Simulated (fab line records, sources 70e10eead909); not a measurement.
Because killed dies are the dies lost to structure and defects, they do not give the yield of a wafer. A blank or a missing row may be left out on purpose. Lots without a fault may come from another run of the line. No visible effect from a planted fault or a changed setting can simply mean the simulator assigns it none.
fab line records | flow nandHarc
record lots=14 | wafers=42 | lastDay=33
route steps=1302 shown P_BONDPAD@385 A_ZERO_WELL@401 A_ONON_D1@442 A_CHANNEL_HOLE_D1@463 END@1302
lots untouched by any fault: they come from a run of this same line in which no faults occurred
startH: start of the lot's first displayed wafer, in hours after the record's first day | waitH: time in hours since the lot's previous step | " identical to the entry in the row above | L1.1+2: one row covering several wafers at once | - no value present, or no start provided | * or withheld: withheld | < > ~ a bound
route shown NAME@n: names a module that has steps shown in the file, with the first one's number in the route | usual: mean/standard deviation taken from wafers without a fault | same: alike in all rows | chamber/n: place in a boat | sites: the reading at each site | _std_site: the standard deviation of these | _edge_site: outer sites' mean less inner sites' | radiusMm: for every site, how far away it sits from the centre of the wafer | mask NAME#n: copy n | behind: the most recent tool/chamber to have shaped the wafer | hold: why the lot was held/for how many hours/how that ended | device: the n, p or np transistor that did not switch | end of line: the tests these same wafers got at the end of their route | a step without rows: its recipe alone | killed: not the wafer's yield, but the dies lost to structure and defects at the first sort | map: dies across one wafer; x = killed, . = not, _ = none there
set.NAME: the setting the step ran with; set.NAME@STEP: the setting that earlier step ran with | model.NAME: the simulator's own value behind a step, which no gauge read
route steps across a sampled set of lots; one table per step, one row per wafer
services: from which hour (startH, from the record's first day; less than 0 if before it) a tool's chamber was out of use, for how many hours, and why
## steps
# step NHARC_P_BONDPAD_INSPECT_23
# usual rawDefectCount=346/140
lot.wafer | tool             | chamber | startH | waitH | rawDefectCount
L405.2    | defectInspect-01 | -       | 141.59 | 0.0   | 265
L405.4    | "                | -       | "      | "     | 266
L405.5    | "                | -       | "      | "     | 321
L404.3    | defectInspect-02 | -       | 142.16 | 0.1   | 206
L404.4    | "                | -       | "      | "     | 443
L404.6    | "                | -       | "      | "     | 206
L407.3    | defectInspect-02 | -       | 175.64 | 0.0   | 120
L407.5    | "                | -       | "      | "     | 167
L407.6    | "                | -       | "      | "     | 137
L409.1    | defectInspect-02 | -       | 182.73 | 0.0   | 265
L409.5    | "                | -       | "      | "     | 256
L409.6    | "                | -       | "      | "     | 254
L410.2    | defectInspect-02 | -       | 203.01 | 0.0   | 240
L410.3    | "                | -       | "      | "     | 580
L410.6    | "                | -       | "      | "     | 281
L412.1    | defectInspect-02 | -       | 215.60 | 0.0   | 497
L412.3    | "                | -       | "      | "     | 318
L412.4    | "                | -       | "      | "     | 311
L419.3    | defectInspect-02 | -       | 286.02 | 0.1   | 338
L419.4    | "                | -       | "      | "     | 314
L419.6    | "                | -       | "      | "     | 216
L418.1    | defectInspect-01 | -       | 286.65 | 0.0   | 355
L418.2    | "                | -       | "      | "     | 220
L418.4    | "                | -       | "      | "     | 427
L420.1    | defectInspect-02 | -       | 297.82 | 0.0   | 213
L420.3    | "                | -       | "      | "     | 286
L420.5    | "                | -       | "      | "     | 404
L421.3    | defectInspect-02 | -       | 302.63 | 0.0   | 301
L421.4    | "                | -       | "      | "     | 278
L421.6    | "                | -       | "      | "     | 329
L422.1    | defectInspect-02 | -       | 317.06 | 0.0   | 283
L422.4    | "                | -       | "      | "     | 268
L422.5    | "                | -       | "      | "     | 334
L424.2    | defectInspect-02 | -       | 337.28 | 0.0   | 382
L424.3    | "                | -       | "      | "     | 248
L424.4    | "                | -       | "      | "     | 468
L425.1    | defectInspect-02 | -       | 343.15 | 0.0   | 249
L425.4    | "                | -       | "      | "     | 307
L425.6    | "                | -       | "      | "     | 422
L426.4    | defectInspect-01 | -       | 363.99 | 0.0   | 790
L426.5    | "                | -       | "      | "     | 944
L426.6    | "                | -       | "      | "     | 957
# step NHARC_A_ZERO_WELL_CD_MEAS_10
# recipe targetCdNm=2000 | landingEnergyEv=500
# usual cdNm=2000.8/2
lot.wafer | tool     | chamber | startH | waitH | cdNm
L405.2    | cdSem-01 | 0       | 142.91 | -     | 1998.1
L405.4    | "        | 0       | "      | "     | 1999.3
L405.5    | "        | 0       | "      | "     | 1998.7
L404.3    | cdSem-02 | 0       | 143.48 | -     | 1999.1
L404.4    | "        | 0       | "      | "     | 2000.5
L404.6    | "        | 0       | "      | "     | 2000.9
L407.3    | cdSem-01 | 0       | 176.96 | -     | 1997.4
L407.5    | "        | 0       | "      | "     | 2000.5
L407.6    | "        | 0       | "      | "     | 1999.5
L409.1    | cdSem-03 | 0       | 183.93 | -     | 2000.2
L409.5    | "        | 0       | "      | "     | 2001.3
L409.6    | "        | 0       | "      | "     | 1999.2
L410.2    | cdSem-03 | 0       | 204.32 | -     | 1999.7
L410.3    | "        | 0       | "      | "     | 1999.3
L410.6    | "        | 0       | "      | "     | 2001.3
L412.1    | cdSem-02 | 0       | 216.85 | -     | 2003.0
L412.3    | "        | 0       | "      | "     | 2000.1
L412.4    | "        | 0       | "      | "     | 2002.6
L419.3    | cdSem-02 | 0       | 287.34 | -     | 1998.8
L419.4    | "        | 0       | "      | "     | 1998.8
L419.6    | "        | 0       | "      | "     | 1998.7
L418.1    | cdSem-03 | 0       | 287.96 | -     | 2003.2
L418.2    | "        | 0       | "      | "     | 2003.1
L418.4    | "        | 0       | "      | "     | 2000.6
L420.1    | cdSem-02 | 0       | 299.12 | -     | 1999.6
L420.3    | "        | 0       | "      | "     | 1999.4
L420.5    | "        | 0       | "      | "     | 1998.1
L421.3    | cdSem-03 | 0       | 303.82 | -     | 2001.9
L421.4    | "        | 0       | "      | "     | 2003.2
L421.6    | "        | 0       | "      | "     | 2003.3
L422.1    | cdSem-03 | 0       | 318.25 | -     | 1998.0
L422.4    | "        | 0       | "      | "     | 2000.5
L422.5    | "        | 0       | "      | "     | 2001.4
L424.2    | cdSem-01 | 0       | 338.46 | -     | 2002.1
L424.3    | "        | 0       | "      | "     | 2004.4
L424.4    | "        | 0       | "      | "     | 2002.4
L425.1    | cdSem-01 | 0       | 344.46 | -     | 2005.1
L425.4    | "        | 0       | "      | "     | 2002.5
L425.6    | "        | 0       | "      | "     | 2001.4
L426.4    | cdSem-03 | 0       | 365.37 | -     | 2000.3
L426.5    | "        | 0       | "      | "     | 2001.4
L426.6    | "        | 0       | "      | "     | 1996.1
# step NHARC_A_ONON_D1_DEP_25
# recipe targetThkA=10000 | n2FlowSccm=2750 | n2oFlowSccm=2000 | nh3FlowSccm=500 | sih4FlowSccm=210 | tempC=400
lot.wafer  | tool         | chamber | startH | waitH
L405.2+4+5 | pecvdOnon-04 | 0       | 176.87 | 0.1
L404.3+4+6 | pecvdOnon-01 | 0       | 176.96 | 0.2
L407.3+5+6 | pecvdOnon-04 | 0       | 212.62 | 0.2
L409.1+5+6 | pecvdOnon-01 | 0       | 218.67 | 0.1
L410.2+3+6 | pecvdOnon-01 | 0       | 241.64 | 0.1
L412.1+3+4 | pecvdOnon-04 | 0       | 251.70 | 0.1
L418.1+2+4 | pecvdOnon-01 | 0       | 321.06 | 0.1
L419.3+4+6 | pecvdOnon-03 | 0       | 321.18 | 0.2
L420.1+3+5 | pecvdOnon-01 | 0       | 334.67 | 0.1
L421.3+4+6 | pecvdOnon-04 | 0       | 334.79 | 0.2
L422.1+4+5 | pecvdOnon-04 | 0       | 354.48 | 0.1
L424.2+3+4 | pecvdOnon-01 | 0       | 373.46 | 0.1
L425.1+4+6 | pecvdOnon-04 | 0       | 381.02 | 0.1
L426.4+5+6 | pecvdOnon-03 | 0       | 398.97 | 0.2
# step NHARC_A_ONON_D1_THK_MEAS_27
# recipe thkMeasGauge=ellipsometry
# usual thkNm=998/8.9
lot.wafer | tool         | chamber | startH | waitH | thkNm
L405.2    | filmMetro-02 | -       | 177.33 | -     | 999
L405.4    | "            | -       | "      | "     | 998
L405.5    | "            | -       | "      | "     | 998
L404.3    | filmMetro-01 | -       | 177.35 | -     | 1016
L404.4    | "            | -       | "      | "     | 1017
L404.6    | "            | -       | "      | "     | 1015
L407.3    | filmMetro-01 | -       | 213.01 | -     | 655
L407.5    | "            | -       | "      | "     | 653
L407.6    | "            | -       | "      | "     | 654
L409.1    | filmMetro-01 | -       | 219.18 | -     | 1000
L409.5    | "            | -       | "      | "     | 1000
L409.6    | "            | -       | "      | "     | 1000
L410.2    | filmMetro-02 | -       | 242.09 | -     | 1003
L410.3    | "            | -       | "      | "     | 1001
L410.6    | "            | -       | "      | "     | 1001
L412.1    | filmMetro-01 | -       | 252.21 | -     | 658
L412.3    | "            | -       | "      | "     | 659
L412.4    | "            | -       | "      | "     | 658
L418.1    | filmMetro-02 | -       | 321.57 | -     | 992
L418.2    | "            | -       | "      | "     | 995
L418.4    | "            | -       | "      | "     | 995
L419.3    | filmMetro-01 | -       | 321.58 | -     | 991
L419.4    | "            | -       | "      | "     | 989
L419.6    | "            | -       | "      | "     | 989
L420.1    | filmMetro-02 | -       | 335.18 | -     | 1003
L420.3    | "            | -       | "      | "     | 1002
L420.5    | "            | -       | "      | "     | 1002
L421.3    | filmMetro-01 | -       | 335.21 | -     | 1002
L421.4    | "            | -       | "      | "     | 1000
L421.6    | "            | -       | "      | "     | 1001
L422.1    | filmMetro-01 | -       | 354.99 | -     | 1000
L422.4    | "            | -       | "      | "     | 1002
L422.5    | "            | -       | "      | "     | 1001
L424.2    | filmMetro-01 | -       | 373.91 | -     | 988
L424.3    | "            | -       | "      | "     | 990
L424.4    | "            | -       | "      | "     | 988
L425.1    | filmMetro-01 | -       | 381.53 | -     | 1009
L425.4    | "            | -       | "      | "     | 1010
L425.6    | "            | -       | "      | "     | 1009
L426.4    | filmMetro-01 | -       | 399.31 | -     | 1006
L426.5    | "            | -       | "      | "     | 1006
L426.6    | "            | -       | "      | "     | 1008
# step NHARC_A_CHANNEL_HOLE_D1_OVL_MEAS_11
# usual overlayXNm=-0.3/0.93 | overlayYNm=0.1/0.76
lot.wafer | tool       | chamber | startH | waitH | overlayXNm | overlayYNm
L405.2    | overlay-01 | -       | 181.25 | -     | 0.3        | -0.5
L405.4    | "          | -       | "      | "     | -0.8       | -0.3
L405.5    | "          | -       | "      | "     | -1.3       | -0.9
L404.3    | overlay-01 | -       | 181.41 | -     | -1.0       | 0.4
L404.4    | "          | -       | "      | "     | -0.7       | 0.6
L404.6    | "          | -       | "      | "     | -0.1       | 0.8
L409.1    | overlay-01 | -       | 224.04 | -     | 0.2        | 0.6
L409.5    | "          | -       | "      | "     | 0.9        | 0.3
L409.6    | "          | -       | "      | "     | 0.6        | 0.9
L410.2    | overlay-01 | -       | 250.10 | -     | 0.7        | 0.1
L410.3    | "          | -       | "      | "     | 1.5        | 0.0
L410.6    | "          | -       | "      | "     | 0.8        | 0.1
L418.1    | overlay-01 | -       | 325.48 | -     | -0.6       | 0.9
L418.2    | "          | -       | "      | "     | -1.0       | 0.9
L418.4    | "          | -       | "      | "     | -0.6       | 0.3
L419.3    | overlay-01 | -       | 326.08 | -     | 0.1        | -1.2
L419.4    | "          | -       | "      | "     | 0.4        | -1.4
L419.6    | "          | -       | "      | "     | 0.9        | -0.8
L420.1    | overlay-01 | -       | 338.96 | -     | -0.6       | 0.7
L420.3    | "          | -       | "      | "     | -0.2       | 0.9
L420.5    | "          | -       | "      | "     | -0.5       | 0.9
L421.3    | overlay-02 | -       | 339.17 | -     | -0.5       | 0.7
L421.4    | "          | -       | "      | "     | -0.7       | 0.8
L421.6    | "          | -       | "      | "     | -0.9       | 1.0
L422.1    | overlay-02 | -       | 359.34 | -     | 0.7        | 2.0
L422.4    | "          | -       | "      | "     | 1.7        | 1.4
L422.5    | "          | -       | "      | "     | 1.6        | 2.0
L424.2    | overlay-01 | -       | 379.27 | -     | 1.8        | -0.3
L424.3    | "          | -       | "      | "     | 1.7        | -0.7
L424.4    | "          | -       | "      | "     | 1.6        | -0.3
L425.1    | overlay-01 | -       | 389.91 | -     | 0.7        | 0.6
L425.4    | "          | -       | "      | "     | 0.6        | 0.4
L425.6    | "          | -       | "      | "     | 0.0        | 0.6
L426.4    | overlay-01 | -       | 403.11 | -     | 0.4        | -0.9
L426.5    | "          | -       | "      | "     | 0.3        | -0.9
L426.6    | "          | -       | "      | "     | 0.4        | -0.5
# step NHARC_END_SORT_01
# recipe tempC=25
# usual killedAtArray=56/18 | killedAtOther=1.4/1.5 | killedAtPeriphery=4/3.1 | killedDies=61/19 | killedOpen=3.5/1.8 | killedShort=2.4/1.4
# same grossDies=677
lot.wafer | tool      | chamber | startH | waitH | killedAtArray | killedAtOther | killedAtPeriphery | killedDies | killedOpen | killedShort
L407.3    | prober-01 | 0       | 608.47 | 3.1   | 675           | 0             | 2                 | 677        | 1          | 3
L407.5    | prober-01 | 0       | 610.05 | 3.7   | 675           | 1             | 1                 | 677        | 0          | 0
L407.6    | prober-01 | 0       | 610.83 | 3.9   | 675           | 1             | 1                 | 677        | 4          | 1
L412.1    | prober-01 | 0       | 635.72 | 2.5   | 669           | 1             | 7                 | 677        | 1          | 1
L412.3    | prober-01 | 0       | 637.34 | 3.1   | 661           | 0             | 16                | 677        | 7          | 2
L412.4    | prober-01 | 0       | 638.14 | 3.4   | 671           | 0             | 6                 | 677        | 2          | 1
# killed by level:class
L407.3 A_ONON_D1:areaDep=625 A_SLIT:chamberFilmFlake=28 A_CHANNEL_HOLE_D2:chamberFilmFlake=4 A_CONTACT:chamberFilmFlake=4 A_STAIRCASE:chamberFilmFlake=3 P_STI:chamberFilmFlake=2 A_CHANNEL_HOLE_D1:chamberFilmFlake=2 A_CHANNEL_FILL_D2:chamberFilmFlake=2
L407.5 A_ONON_D1:areaDep=632 A_SLIT:chamberFilmFlake=17 A_CHANNEL_HOLE_D2:chamberFilmFlake=12 A_CONTACT:chamberFilmFlake=8 A_CHANNEL_HOLE_D1:chamberFilmFlake=2 A_STAIRCASE:chamberFilmFlake=2 P_ZERO_WELL:chamberFilmFlake=1 A_WL_FILL:chamberFilmFlake=1
L407.6 A_ONON_D1:areaDep=617 A_SLIT:chamberFilmFlake=32 A_CONTACT:chamberFilmFlake=7 A_CHANNEL_HOLE_D2:chamberFilmFlake=4 A_STAIRCASE:chamberFilmFlake=4 A_CHANNEL_HOLE_D1:chamberFilmFlake=3 A_CHANNEL_FILL_D2:chamberFilmFlake=3 A_ONON_D2:geometricParticle:open=1
L412.1 A_ONON_D1:areaDep=592 A_SLIT:chamberFilmFlake=33 A_CHANNEL_HOLE_D1:chamberFilmFlake=27 A_CHANNEL_HOLE_D2:chamberFilmFlake=8 P_BONDPAD:chamberFilmFlake=5 A_DECK1_JOINT:chamberFilmFlake=3 A_CONTACT:chamberFilmFlake=2 A_CHANNEL_FILL_D1:geometricParticle:short=1
L412.3 A_ONON_D1:areaDep=590 A_CHANNEL_HOLE_D1:chamberFilmFlake=29 A_SLIT:chamberFilmFlake=20 A_CHANNEL_HOLE_D2:chamberFilmFlake=11 P_BONDPAD:chamberFilmFlake=8 P_GATE:chamberFilmFlake=7 A_CHANNEL_FILL_D1:geometricParticle:open=3 A_ONON_D1:geometricParticle:open=2
L412.4 A_ONON_D1:areaDep=579 A_CHANNEL_HOLE_D1:chamberFilmFlake=36 A_SLIT:chamberFilmFlake=29 A_CHANNEL_HOLE_D2:chamberFilmFlake=17 P_GATE:chamberFilmFlake=3 P_BONDPAD:chamberFilmFlake=3 A_STAIRCASE:chamberFilmFlake=2 A_CONTACT:chamberFilmFlake=2
## services
tool         | chamber | startH | hours | kind
pecvdOnon-03 | -       | 227.00 | 13.0  | pm
pecvdOnon-01 | -       | 233.92 | 6.7   | repair
pecvdOnon-01 | -       | 269.15 | 13.0  | pm
pecvdOnon-04 | -       | 311.50 | 13.0  | pm
## key
firstSign step=NHARC_A_ONON_D1_THK_MEAS_27 | reading=thkNm | direction=down | sigmas=38 | usual=998 | struck=656
effect step=NHARC_END_SORT_01 | reading=killedAtArray | direction=up | sigmas=34 | usual=56 | struck=671
moreKillsBornAt NHARC_A_ONON_D1_DEP_25@pecvdOnon-04=3635
metAt NHARC_A_ONON_D1_DEP_25
struckLots L407,L412
struckWafers L407.3,L407.5,L407.6,L412.1,L412.3,L412.4
laterRowsLeftOut L407.3,L407.5,L407.6,L412.1,L412.3,L412.4
testerLeftOut L407,L412
notActingAt NHARC_P_BONDPAD_INSPECT_23,NHARC_A_ZERO_WELL_CD_MEAS_10,NHARC_A_CHANNEL_HOLE_D1_OVL_MEAS_11
onsetBetween 176.87 212.62
fault kind=processParameterDrift | tool=pecvdOnon-04 | chamber=0 | onsetH=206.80 | steps=NHARC_A_ONON_D1_DEP_25 | channel=targetThkA | offset=* | shape=step | endH=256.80 | actsIn=* | stated=*
# testerLeftOut: of these lots the tester's yield and bins aren't shown, on N5 and GAA mostly nor the transistor test; their killed dies are dies lost to structure and defects alone, not to doping, threshold or leakage, so they don't give the yield
# laterRowsLeftOut: the simulator's readings of these wafers behind a module that went badly wrong aren't trusted and aren't shown, but for the sort
